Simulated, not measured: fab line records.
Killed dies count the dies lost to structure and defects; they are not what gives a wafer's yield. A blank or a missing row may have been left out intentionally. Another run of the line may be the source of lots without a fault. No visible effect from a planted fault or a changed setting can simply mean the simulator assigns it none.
Comparing a struck lot with a sound one :: flow nand-harc :: 17 steps out of a route of 1159
Sound: the wafers L840.1, L840.3, L840.5. Struck: wafers L845.1, L845.2, L845.4. Last of all comes the cause.
Order at every step that has rows: each side's tool, ch and its chambers, its first start. Under that, the readings that differ: sound wafers :: struck wafers :: difference of the means :: sigmas: that difference in standard deviations of wafers without a fault.
alike: same words and numbers on both sides, and readings whose means sit less than 2 such deviations apart. not compared: any withheld reading, any reading some wafer has no value for, any bound like >300 that may hide the same value, and any number with overlapping values for which the record gives no deviation.
The two part at a step that has a row with sigmas, a row that says differs or no value, or rows on one side only. Numbers that have no deviation but don't overlap get no sigmas and don't part them. Lack of a reading on every wafer of one side parts them only where that side has two or more wafers.

NHARC_A_STAIRCASE_CMP_472: polishes SiO2.
  sound on cmp-01 ch 0,2, day 17 23:01; struck on cmp-01 ch 0,1,3, day 18 10:58
  alike: motor-current-A
then, 1 step without rows for these wafers: NHARC_A_STAIRCASE_SRD_474.
NHARC_A_STAIRCASE_INSPECT_155:
  sound on defect-inspect-01, day 17 23:21; struck on defect-inspect-01, day 18 11:19
  alike: raw-defect-count
NHARC_A_SGD_CUT_DEP_00: deposits SiNx, target thk 50 nm.
  sound on pecvd-03 ch 1,2, day 17 23:27; struck on pecvd-03 ch 0,1, day 18 11:23
  alike: heater-power-w
  not compared: since-wet-clean-h
then, 7 steps without rows for these wafers: NHARC_A_SGD_CUT_DEHYDRATE_01 (time 120 s); NHARC_A_SGD_CUT_HMDS_02 (time 30 s); NHARC_A_SGD_CUT_COAT_56 (time 75 s); NHARC_A_SGD_CUT_COAT_57 (time 65 s); NHARC_A_SGD_CUT_COAT_03 (resist thk 90 nm); NHARC_A_SGD_CUT_SOFTBAKE_04 (time 55 s); NHARC_A_SGD_CUT_EBR_05.
NHARC_A_SGD_CUT_EXPOSE_06: exposes mask SGD.
  sound on arfi-scanner-01 ch 0, day 18 00:00; struck on arfi-scanner-03 ch 0, day 18 11:59
reading: reticle-temp-C (C)
sound: 22.94 22.85 23.09
struck: 23.23 23.24 23.15
difference: +0.25
sigmas: +2

reading: model.A_SGD_CUT.overlay-x-nm (nm)
sound: -0.9038 -0.9038 -0.9038
struck: 4.916 4.916 4.916
difference: +5.820
sigmas: 
  alike: mask
then, 2 steps without rows for these wafers: NHARC_A_SGD_CUT_PEB_07 (peb time 65 s); NHARC_A_SGD_CUT_DEVELOP_08 (develop time 35 s).
NHARC_A_SGD_CUT_CD_MEAS_09: target cd 100 nm.
  sound on cd-sem-03 ch 0, day 18 00:09; struck on cd-sem-03 ch 0, day 18 12:07
  alike: cd-nm
NHARC_A_SGD_CUT_OVL_MEAS_10:
  sound on overlay-01, day 18 00:14; struck on overlay-02, day 18 12:13
reading: overlay-x-nm (nm)
sound: -0.5 -0.8 -0.8
struck: 5.4 4.9 5.2
difference: +5.9
sigmas: +8
  alike: overlay-y-nm
NHARC_A_SGD_CUT_INSPECT_11:
  sound on defect-inspect-01, day 18 00:16; struck on defect-inspect-02, day 18 12:16
  alike: raw-defect-count

## WHERE THEY PART
At NHARC_A_SGD_CUT_EXPOSE_06 first; at NHARC_A_SGD_CUT_OVL_MEAS_10 last (within this record only). Later steps at which nothing parts them and some readings are alike: NHARC_A_SGD_CUT_INSPECT_11.

WHY: what had been put in by the simulator
Scanner matching overlay: arfi-scanner-03, from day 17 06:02 on, at NHARC_A_SGD_CUT_EXPOSE_06. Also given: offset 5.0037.
